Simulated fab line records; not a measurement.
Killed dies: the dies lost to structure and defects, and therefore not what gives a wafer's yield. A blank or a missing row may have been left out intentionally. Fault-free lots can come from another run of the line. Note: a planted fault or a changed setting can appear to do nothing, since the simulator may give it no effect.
Matching of chambers / flow n5_finfet / N5_BEOL_M6_STRIP_36 on rie_diel-04: 4 sister chambers
The step strips in N2/H2. 27 wafers are shown with their chamber, then 12 later ones without.

WAFERS WITH THEIR CHAMBER
wafer=L077.2; chamber=3; showerhead_plenum_p_Torr (Torr)=2.47; drypump_motor_current_A (A)=6.0; throttle_valve_pct (%)=23.2
wafer=L077.3; chamber=2; showerhead_plenum_p_Torr (Torr)=2.52; drypump_motor_current_A (A)=5.3; throttle_valve_pct (%)=24.3
wafer=L077.4; chamber=2; showerhead_plenum_p_Torr (Torr)=2.52; drypump_motor_current_A (A)=5.3; throttle_valve_pct (%)=24.4
wafer=L081.2; chamber=0; showerhead_plenum_p_Torr (Torr)=2.71; drypump_motor_current_A (A)=5.6; throttle_valve_pct (%)=23.8
wafer=L081.4; chamber=2; showerhead_plenum_p_Torr (Torr)=2.52; drypump_motor_current_A (A)=5.3; throttle_valve_pct (%)=24.3
wafer=L081.6; chamber=0; showerhead_plenum_p_Torr (Torr)=2.71; drypump_motor_current_A (A)=5.6; throttle_valve_pct (%)=23.8
wafer=L082.2; chamber=3; showerhead_plenum_p_Torr (Torr)=2.46; drypump_motor_current_A (A)=6.0; throttle_valve_pct (%)=23.2
wafer=L082.3; chamber=0; showerhead_plenum_p_Torr (Torr)=2.70; drypump_motor_current_A (A)=5.6; throttle_valve_pct (%)=23.8
wafer=L082.6; chamber=0; showerhead_plenum_p_Torr (Torr)=2.70; drypump_motor_current_A (A)=5.6; throttle_valve_pct (%)=23.8
wafer=L083.1; chamber=1; showerhead_plenum_p_Torr (Torr)=2.62; drypump_motor_current_A (A)=5.5; throttle_valve_pct (%)=23.5
wafer=L083.3; chamber=0; showerhead_plenum_p_Torr (Torr)=2.70; drypump_motor_current_A (A)=5.6; throttle_valve_pct (%)=23.8
wafer=L083.6; chamber=0; showerhead_plenum_p_Torr (Torr)=2.70; drypump_motor_current_A (A)=5.6; throttle_valve_pct (%)=23.8
wafer=L085.4; chamber=1; showerhead_plenum_p_Torr (Torr)=2.62; drypump_motor_current_A (A)=5.5; throttle_valve_pct (%)=23.5
wafer=L085.5; chamber=3; showerhead_plenum_p_Torr (Torr)=2.46; drypump_motor_current_A (A)=6.1; throttle_valve_pct (%)=23.2
wafer=L085.6; chamber=2; showerhead_plenum_p_Torr (Torr)=2.51; drypump_motor_current_A (A)=5.3; throttle_valve_pct (%)=23.9
wafer=L089.1; chamber=3; showerhead_plenum_p_Torr (Torr)=2.45; drypump_motor_current_A (A)=6.1; throttle_valve_pct (%)=23.2
wafer=L089.3; chamber=1; showerhead_plenum_p_Torr (Torr)=2.62; drypump_motor_current_A (A)=5.5; throttle_valve_pct (%)=23.5
wafer=L089.4; chamber=0; showerhead_plenum_p_Torr (Torr)=2.70; drypump_motor_current_A (A)=5.6; throttle_valve_pct (%)=23.9
wafer=L093.1; chamber=1; showerhead_plenum_p_Torr (Torr)=2.61; drypump_motor_current_A (A)=5.4; throttle_valve_pct (%)=23.5
wafer=L093.4; chamber=0; showerhead_plenum_p_Torr (Torr)=2.69; drypump_motor_current_A (A)=5.6; throttle_valve_pct (%)=23.9
wafer=L093.6; chamber=0; showerhead_plenum_p_Torr (Torr)=2.69; drypump_motor_current_A (A)=5.6; throttle_valve_pct (%)=23.9
wafer=L090.2; chamber=1; showerhead_plenum_p_Torr (Torr)=2.61; drypump_motor_current_A (A)=5.5; throttle_valve_pct (%)=23.5
wafer=L090.3; chamber=0; showerhead_plenum_p_Torr (Torr)=2.69; drypump_motor_current_A (A)=5.6; throttle_valve_pct (%)=23.9
wafer=L090.5; chamber=2; showerhead_plenum_p_Torr (Torr)=2.51; drypump_motor_current_A (A)=5.3; throttle_valve_pct (%)=24.0
wafer=L092.2; chamber=0; showerhead_plenum_p_Torr (Torr)=2.69; drypump_motor_current_A (A)=5.6; throttle_valve_pct (%)=23.9
wafer=L092.4; chamber=0; showerhead_plenum_p_Torr (Torr)=2.69; drypump_motor_current_A (A)=5.6; throttle_valve_pct (%)=23.9
wafer=L092.6; chamber=3; showerhead_plenum_p_Torr (Torr)=2.45; drypump_motor_current_A (A)=6.1; throttle_valve_pct (%)=23.2

SIGNATURES (means of the wafers above)
reading=showerhead_plenum_p_Torr; chamber 0=2.6975; chamber 1=2.6160; chamber 2=2.5160; chamber 3=2.4580; scatter within a chamber=0.00706
reading=drypump_motor_current_A; chamber 0=5.600; chamber 1=5.480; chamber 2=5.300; chamber 3=6.060; scatter within a chamber=0.0295
reading=throttle_valve_pct; chamber 0=23.850; chamber 1=23.500; chamber 2=24.180; chamber 3=23.200; scatter within a chamber=0.0974
Rule: for each reading, subtract the chamber's mean from the wafer's reading, divide by that reading's scatter and square the result; add these up over the readings and take the root, which gives the wafer's distance from the chamber. The wafer belongs to the nearest chamber; if the next one is less than 2 further off, it can't be placed. The scatter is the square root of a quotient: the sum, over the shown wafers, of each reading's squared deviation from its chamber's mean, divided by wafers minus chambers.

WAFERS WITH NO CHAMBER GIVEN
wafer=L094.1; showerhead_plenum_p_Torr (Torr)=2.69; drypump_motor_current_A (A)=5.6; throttle_valve_pct (%)=23.9
wafer=L094.2; showerhead_plenum_p_Torr (Torr)=2.45; drypump_motor_current_A (A)=6.0; throttle_valve_pct (%)=23.2
wafer=L094.3; showerhead_plenum_p_Torr (Torr)=2.50; drypump_motor_current_A (A)=5.3; throttle_valve_pct (%)=24.0
wafer=L095.3; showerhead_plenum_p_Torr (Torr)=2.45; drypump_motor_current_A (A)=6.1; throttle_valve_pct (%)=23.2
wafer=L095.5; showerhead_plenum_p_Torr (Torr)=2.45; drypump_motor_current_A (A)=6.1; throttle_valve_pct (%)=23.3
wafer=L095.6; showerhead_plenum_p_Torr (Torr)=2.50; drypump_motor_current_A (A)=5.3; throttle_valve_pct (%)=24.0
wafer=L096.2; showerhead_plenum_p_Torr (Torr)=2.50; drypump_motor_current_A (A)=5.3; throttle_valve_pct (%)=24.0
wafer=L096.3; showerhead_plenum_p_Torr (Torr)=2.61; drypump_motor_current_A (A)=5.4; throttle_valve_pct (%)=23.2
wafer=L096.5; showerhead_plenum_p_Torr (Torr)=2.50; drypump_motor_current_A (A)=5.3; throttle_valve_pct (%)=24.0
wafer=L097.2; showerhead_plenum_p_Torr (Torr)=2.50; drypump_motor_current_A (A)=5.3; throttle_valve_pct (%)=24.0
wafer=L097.4; showerhead_plenum_p_Torr (Torr)=2.50; drypump_motor_current_A (A)=5.3; throttle_valve_pct (%)=24.0
wafer=L097.5; showerhead_plenum_p_Torr (Torr)=2.61; drypump_motor_current_A (A)=5.5; throttle_valve_pct (%)=23.3

THE CHAMBER EACH PASSED THROUGH
wafer=L094.1; from the rows above=0; in truth=0
wafer=L094.2; from the rows above=3; in truth=3
wafer=L094.3; from the rows above=2; in truth=2
wafer=L095.3; from the rows above=3; in truth=3
wafer=L095.5; from the rows above=3; in truth=3
wafer=L095.6; from the rows above=2; in truth=2
wafer=L096.2; from the rows above=2; in truth=2
wafer=L096.3; from the rows above=1; in truth=1
wafer=L096.5; from the rows above=2; in truth=2
wafer=L097.2; from the rows above=2; in truth=2
wafer=L097.4; from the rows above=2; in truth=2
wafer=L097.5; from the rows above=1; in truth=1
Correctly placed: 12 of 12. Not placeable from these rows: 0. 0 placed wrongly.
